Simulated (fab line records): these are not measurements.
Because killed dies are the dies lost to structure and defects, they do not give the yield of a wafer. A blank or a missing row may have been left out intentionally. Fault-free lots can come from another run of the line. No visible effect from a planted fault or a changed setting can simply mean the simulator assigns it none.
Which of the tools did it?	flow n5-finfet	12 lots, 36 wafers sampled, at 4 steps of a route of 1938

== WHAT THE GAUGES SHOWED, per wafer ==
N5_FIN_SAQP_THK_MEAS_07.
lot	measured	on	thk-nm (nm)
L075	day 2 02:38	film-metro-01	59.7 60.6 60.4
L077	day 2 15:36	film-metro-02	59.9 61.1 59.9
L079	day 3 04:35	film-metro-02	58.7 59.1 59.1
L081	day 3 15:10	film-metro-02	60.6 59.8 61.1
L083	day 4 03:49	film-metro-01	59.1 59.9 61.1
L085	day 4 16:09	film-metro-01	59.0 58.2 59.6
L087	day 5 06:46	film-metro-02	59.3 60.1 61.0
L089	day 5 15:37	film-metro-01	59.5 60.2 60.8
L091	day 6 05:04	film-metro-01	59.0 60.3 60.6
L093	day 6 15:11	film-metro-01	59.6 59.9 60.3
L095	day 7 03:29	film-metro-01	58.8 60.1 60.0
L097	day 7 15:37	film-metro-01	58.0 59.3 59.3

== WHICH TOOL RAN EACH LOT (tool, then ch and the chambers of the sampled wafers, then the start) ==
lot	N5_WELL_APT_DESCUM_30	N5_PMOS_HMC_CHANNEL_EPI_STRIP_33	N5_FIN_SAQP_ALD_61
L075	rie-diel-06 ch 0,3, day 1 20:56	rie-diel-04 ch 1,2, day 1 23:08	ald-sin-03 ch 2,3, day 2 01:51
L077	rie-diel-03 ch 1,2,3, day 2 09:07	rie-diel-04 ch 0,1,3, day 2 12:08	ald-sin-01 ch 1,2,3, day 2 14:52
L079	rie-diel-06 ch 0,1,3, day 2 22:36	rie-diel-02 ch 0,1, day 3 00:56	ald-sin-02 ch 0,1,3, day 3 03:47
L081	rie-diel-05 ch 1,2,3, day 3 08:59	rie-diel-01 ch 2,3, day 3 11:28	ald-sin-03 ch 1,2, day 3 14:28
L083	rie-diel-05 ch 0,2,3, day 3 21:35	rie-diel-01 ch 0,1,3, day 4 00:12	ald-sin-03 ch 1,2,3, day 4 02:56
L085	rie-diel-06 ch 2,3, day 4 09:46	rie-diel-04 ch 0,2, day 4 12:15	ald-sin-02 ch 1,2, day 4 15:11
L087	rie-diel-06 ch 0,1,2, day 4 21:18	rie-diel-04 ch 0,3, day 4 23:35	ald-sin-02 ch 0,1,2, day 5 05:59
L089	rie-diel-03 ch 1,2,3, day 5 09:22	rie-diel-02 ch 1,3, day 5 12:07	ald-sin-03 ch 0,2,3, day 5 14:53
L091	rie-diel-03 ch 2,3, day 5 20:58	rie-diel-01 ch 0,2,3, day 6 00:07	ald-sin-01 ch 0,3, day 6 04:19
L093	rie-diel-06 ch 0,1,3, day 6 08:52	rie-diel-04 ch 0,2,3, day 6 11:24	ald-sin-02 ch 2,3, day 6 14:16
L095	rie-diel-05 ch 2,3, day 6 21:10	rie-diel-04 ch 1,2, day 6 23:34	ald-sin-03 ch 2,3, day 7 02:43
L097	rie-diel-03 ch 1,2,3, day 7 09:08	rie-diel-04 ch 0,1,3, day 7 11:59	ald-sin-01 ch 0,1, day 7 14:50
- N5_WELL_APT_DESCUM_30: chemistry O2, time 7.9 s.
- N5_PMOS_HMC_CHANNEL_EPI_STRIP_33: strips in N2/H2.
- N5_FIN_SAQP_ALD_61: deposits SiO2, target thk 4 nm, pulse time 1 s, purge time 2 s.

== THE ANSWER, worked out from the rows above alone ==
Rule: what is usual is taken from the lots themselves. The widest of any qualifying gaps counts: lots, ordered by their means at a reading, are off when they make up no more than a third of the lots, leave a main group of 4 or more, and stand apart from it by 3 or more times the standard deviation of that group's means. The tables above print the reading to a certain number of digits; a main group whose means all agree to those digits is not used. Also off: a lot with no number at a reading for which 4 or more lots have one. Where the step has rows for the other lots, those lots are counted as sound.
None of the lots is off at any reading shown; this tells nothing.

== WHAT HAD BEEN PUT IN BY THE SIMULATOR ==
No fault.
